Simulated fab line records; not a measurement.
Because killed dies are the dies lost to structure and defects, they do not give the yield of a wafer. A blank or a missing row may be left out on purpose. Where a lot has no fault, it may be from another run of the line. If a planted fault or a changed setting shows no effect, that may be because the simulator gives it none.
Comparing a struck lot with a sound one || flow n5Finfet || 35 out of 1938 route steps
Sound: the wafers L222.1, L222.2, L222.5. Wafers L240.1, L240.2, L240.5 were the ones struck. At the end, the cause is stated.
At each step with rows: each side's tool, then ch and its chambers, then its first start. Under that, the readings that differ: sound wafers || struck wafers || difference of the means || sigmas: that difference in standard deviations of wafers without a fault.
alike: same words and numbers on both sides, and readings whose means sit less than 2 such deviations apart. not compared: any withheld reading, any reading some wafer has no value for, any bound like >300 that may hide the same value, and any number with overlapping values for which the record gives no deviation.
A row with sigmas, a row that says differs or no value, or rows on one side alone: a step with any of these is where the two part. Non-overlapping numbers with no deviation appear without sigmas and do not part them. A reading that every wafer of one side lacks parts them only if that side has two wafers or more.

first, 11 steps without rows for these wafers: N5_MOL_CONTACT_COAG_ETCH_91 (etches SOC in N2/H2, target depth 60 nm, overetch 21 nm, time 101.2 s); N5_MOL_CONTACT_COAG_STRIP_92 (strips in N2/H2); N5_MOL_CONTACT_COAG_STRIP_93 (strips in N2/H2); N5_MOL_CONTACT_COAG_ETCHBACK_135 (etches SiO2 in CHF3, target depth 25 nm, time 16.7 s); N5_MOL_CONTACT_COAG_STRIP_118 (strips in CHF3); N5_MOL_CONTACT_COAG_VIA_ETCH_46 (etches SiO2 in C4F6/O2, target depth 46 nm, overetch 9.2 nm, time 40 s); N5_MOL_CONTACT_COAG_STRIP_96 (strips in N2/H2); N5_MOL_CONTACT_COAG_ETCH_47 (etches SiNx in CH3F/O2, stops on W, target depth 27 nm); N5_MOL_CONTACT_COAG_STRIP_119 (strips in N2/H2, time 30 s); N5_MOL_CONTACT_COAG_PRECLEAN_144 (cleans in alkaline clean, time 60 s); N5_MOL_CONTACT_COAG_SRD_145 (time 30 s).
N5_MOL_CONTACT_COAG_COAT_62: time 60 s, resist thk 60 nm.
  sound on lithoTrack-05 ch 0, day 5 09:37; struck on lithoTrack-05 ch 0, day 10 00:52
{"reading": "spinSpeedRpm (rpm)", "sound": "1500.4 1498.5 1499.9", "struck": "1796.3 1799.3 1798.0", "difference": "+298.3", "sigmas": "+99 or more"}
{"reading": "model.SOC_of_MOL_CONTACT_COAG_COAT_62.thkNm (nm)", "sound": "59.8 60 59.8", "struck": "55 54.8 54.6", "difference": -5, "sigmas": ""}
  alike: plateTempC
then, 13 steps without rows for these wafers: N5_MOL_CONTACT_COAG_COAT_63 (time 60 s, resist thk 10 nm); N5_MOL_CONTACT_COAG_COAT_64 (time 60 s, resist thk 10 nm); N5_MOL_CONTACT_COAG_COAT_34 (resist thk 40 nm); N5_MOL_CONTACT_COAG_EBR_36; N5_MOL_CONTACT_COAG_SOFTBAKE_35 (time 60 s); N5_MOL_CONTACT_COAG_EXPOSE_37 (exposes mask VD, defocus 0 nm); N5_MOL_CONTACT_COAG_PEB_38 (peb time 60 s); N5_MOL_CONTACT_COAG_DEVELOP_39 (develop time 30 s); N5_MOL_CONTACT_COAG_DESCUM_45 (chemistry O2, time 7 s); N5_MOL_CONTACT_COAG_ETCH_65 (etches underlayer in N2/H2, target depth 13 nm, time 10.4 s); N5_MOL_CONTACT_COAG_ETCH_66 (etches SiARC in CF4, target depth 13 nm, time 21.7 s); N5_MOL_CONTACT_COAG_ALD_133 (deposits SiO2, target thk 5 nm, pulse time 1 s, co reactant pulse time 1 s); N5_MOL_CONTACT_COAG_ETCHBACK_134 (etches SiO2 in CHF3, target depth 10 nm, time 6.7 s).
N5_MOL_CONTACT_COAG_ETCH_67: etches SOC in N2/H2, target depth 60 nm, overetch 21 nm, time 101.2 s.
  sound on rieDiel-03 ch 0,1,2, day 5 10:25; struck on rieDiel-03 ch 2,3, day 10 02:19
{"reading": "model.etch.depthNm (nm)", "sound": "59.74 59.91 59.86", "struck": "54.96 54.8 54.66", "difference": -5.03, "sigmas": ""}
  alike: biasW, chamberPressureMTorr, drypumpMotorCurrentA, oesProductAu, rfVppV, showerheadPlenumPTorr, throttleValvePct
  not compared: rfHoursCounterH
then, 6 steps without rows for these wafers: N5_MOL_CONTACT_COAG_STRIP_68 (strips in N2/H2); N5_MOL_CONTACT_COAG_STRIP_69 (strips in N2/H2); N5_MOL_CONTACT_COAG_ETCHBACK_136 (etches SiO2 in CHF3, target depth 25 nm, time 16.7 s); N5_MOL_CONTACT_COAG_STRIP_120 (strips in CHF3); N5_MOL_CONTACT_COAG_VIA_ETCH_117 (etches SiO2 in C4F6/O2, target depth 40 nm, overetch 8 nm, time 26 s); N5_MOL_CONTACT_COAG_ETCH_124 (etches SiNx in CH3F/O2, stops on SiOC, target depth 6.5 nm).
N5_MOL_CONTACT_COAG_ETCH_48: etches SiOC in C4F6/O2, target depth 15 nm, overetch 4.5 nm, time 17 s.
  sound on rieDiel-03 ch 0,1,2, day 5 10:37; struck on rieDiel-03 ch 2,3, day 10 02:30
{"reading": "model.SOC_of_MOL_CONTACT_COAG_COAT_62.thkNm (nm)", "sound": "45.6 45.8 45", "struck": "41.2 39.8 40.8", "difference": -4.9, "sigmas": ""}
  alike: biasW, chamberPressureMTorr, drypumpMotorCurrentA, oes_ar_750_au, oes_f_703_au, oesProductAu, rfVppV, showerheadPlenumPTorr, throttleValvePct
  not compared: rfHoursCounterH
then, 1 step without rows for these wafers: N5_MOL_CONTACT_COAG_STRIP_72 (strips in N2/H2).
-- record jumps: 3 days separate the struck wafers' starts on either side; left off in module MOL_CONTACT_COAG, taken up again in module BEOL_M4, whose first shown step is the route's number 1111 --
N5_BEOL_M4_RC_MEAS_101:
  sound on prober-02 ch 0, day 8 01:46; struck on prober-02 ch 0, day 12 23:50
  alike: DIBL_N, DIBL_P, IOFF_N, IOFF_P, ION_N, ION_P, SS_N, SS_P, VT_N, VT_P

## WHERE THEY PART
N5_MOL_CONTACT_COAG_COAT_62 only, going by this record. Later steps at which nothing parts them and some readings are alike: N5_MOL_CONTACT_COAG_ETCH_67, N5_MOL_CONTACT_COAG_ETCH_48, N5_BEOL_M4_RC_MEAS_101.

WHY: what the simulator had put in
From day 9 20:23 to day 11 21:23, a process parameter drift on lithoTrack-05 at N5_MOL_CONTACT_COAG_COAT_62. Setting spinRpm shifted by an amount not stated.
